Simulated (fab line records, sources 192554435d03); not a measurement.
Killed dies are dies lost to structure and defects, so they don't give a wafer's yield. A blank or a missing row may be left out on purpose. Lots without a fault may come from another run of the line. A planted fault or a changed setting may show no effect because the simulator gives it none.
A struck lot beside a sound one | flow n5_finfet | 37 steps out of a route of 1938
Sound: wafers L238.3, L238.4, L238.6. Struck: wafers L245.2, L245.4, L245.6. The cause comes at the end.
At each step with rows: each side's tool, then ch and its chambers, then its first start. Under that, the readings that differ: sound wafers | struck wafers | difference of the means | sigmas: that difference in standard deviations of wafers without a fault.
alike: readings whose means differ by less than 2 such deviations, and words and numbers that are the same on both sides. not compared: withheld readings, readings that some wafer has no value for, bounds like >300 that may hide the same value, and numbers for which the record gives no deviation and whose values overlap.
The two part at a step that has a row with sigmas, a row that says differs or no value, or rows on one side only. Numbers that don't overlap but have no deviation are shown without sigmas and don't part them. A reading that every wafer of one side lacks parts them only if that side has two wafers or more.

first, 9 steps without rows for these wafers: N5_GATE_CUT_COAT_35 (time 60 s, resist thk 10 nm); N5_GATE_CUT_COAT_27 (time 60 s, resist thk 10 nm); N5_GATE_CUT_COAT_07 (resist thk 30 nm); N5_GATE_CUT_EBR_09; N5_GATE_CUT_SOFTBAKE_08 (time 60 s); N5_GATE_CUT_EXPOSE_10 (exposes mask GATE CUT, target cd 20 nm); N5_GATE_CUT_PEB_11 (peb time 60 s); N5_GATE_CUT_DEVELOP_12 (develop time 30 s); N5_GATE_CUT_DESCUM_18 (chemistry O2, time 7 s).
N5_GATE_CUT_ETCH_28: etches underlayer in N2/H2, target depth 13 nm, time 10.4 s.
  sound on rie_diel-02 ch 0,1,3, day 4 21:40; struck on rie_diel-01 ch 0,1,3, day 6 19:46
  alike: drypump_motor_current_A, etch_rf_on_time_s, h2_flow_sccm, oes_product_au, rf_vpp_V, showerhead_plenum_p_Torr, throttle_valve_pct
  not compared: rf_hours_counter_h
then, 26 steps without rows for these wafers: N5_GATE_CUT_ETCH_36 (etches SiARC in CF4, target depth 13 nm, time 21.7 s); N5_GATE_CUT_ETCH_37 (etches SOC in N2/H2, target depth 60 nm, overetch 12 nm, time 90 s); N5_GATE_CUT_STRIP_38 (strips in N2/H2); N5_GATE_CUT_STRIP_39 (strips in N2/H2); N5_GATE_CUT_HM_OPEN_40 (chemistry C4F6/O2, target SiO2, target depth 139 nm, time 85.1 s); N5_GATE_CUT_STRIP_41 (strips in CF4); N5_GATE_CUT_STRIP_42 (strips in O2); N5_GATE_CUT_ETCH_19 (etches SiNx in CH3F/O2, target depth 53.7 nm, time 76.7 s); N5_GATE_CUT_CUT_ETCH_53 (etches W in SF6/Cl2, target depth 79.2 nm); N5_GATE_CUT_CUT_ETCH_54 (etches TiN in Cl2/BCl3, target depth 96.7 nm); N5_GATE_CUT_CUT_ETCH_55 (etches HfO2 in BCl3, target depth 3.2 nm); N5_GATE_CUT_ETCH_47 (etches SiO2 in Cl2/BCl3, target depth 10 nm); N5_GATE_CUT_VAPOR_ETCH_48 (etches TiN in BCl3/Cl2); N5_GATE_CUT_VAPOR_ETCH_49 (etches TiAlC in BCl3/Cl2); N5_GATE_CUT_VAPOR_ETCH_51 (etches HfO2 in BCl3/Cl2); N5_GATE_CUT_STRIP_21 (strips in N2/H2, time 30 s); N5_GATE_CUT_STRIP_29 (strips in post etch residue remover, time 60 s); N5_GATE_CUT_SRD_52 (time 30 s); N5_GATE_CUT_ALD_22 (deposits SiNx, target thk 16 nm, pulse time 1 s, ald cycles 320); N5_GATE_CUT_CMP_23 (polishes, stops on SiO2, t overpolish 23.4 s, target thk 16 nm); N5_GATE_CUT_CMP_43 (polishes SiO2); N5_GATE_CUT_CMP_61 (polishes, stops on SiNx, t overpolish 3 s); N5_MOL_CONTACT_COAG_COAT_103 (time 60 s, resist thk 80 nm); N5_MOL_CONTACT_COAG_COAT_104 (time 60 s, resist thk 12 nm); N5_MOL_CONTACT_COAG_COAT_58 (time 60 s, resist thk 10 nm); N5_MOL_CONTACT_COAG_COAT_02 (resist thk 30 nm).
-- the record jumps here: 9 days lie between the struck wafers' starts before and after (it left off in module MOL_CONTACT_COAG and takes up again in module PASSIVATION, whose first step shown is number 1936 of the route) --
N5_PASSIVATION_PROBE_49:
  sound on prober-01, day 13 04:52; struck on prober-01, day 15 08:37
  reading                  | sound          | struck         | difference | sigmas
  defect_limited_yield (%) | 92.0 89.7 90.4 | 83.8 77.5 77.7 | -11.0      | -7
  killed_at_front_end      | 30 33 35       | 127 182 200    | +137       | +10
  killed_dies              | 94 122 113     | 191 265 263    | +130       | +8
  sort_bin_5_function (%)  | 4.1 6.7 5.7    | 9.6 13.3 14.6  | +7.0       | +7
  sort_n_pass              | 1086 1058 1067 | 989 915 917    | -130       | -8
  sort_yield_pct (%)       | 92.0 89.7 90.4 | 83.8 77.5 77.7 | -11.0      | -7
  alike: killed_at_M0_to_M3, killed_at_M4_up, killed_at_contacts, killed_at_other, killed_open, killed_short, sort_bin_6_memory

WHERE THEY PART
Only at N5_PASSIVATION_PROBE_49, within this record.

WHY: what the simulator had put in
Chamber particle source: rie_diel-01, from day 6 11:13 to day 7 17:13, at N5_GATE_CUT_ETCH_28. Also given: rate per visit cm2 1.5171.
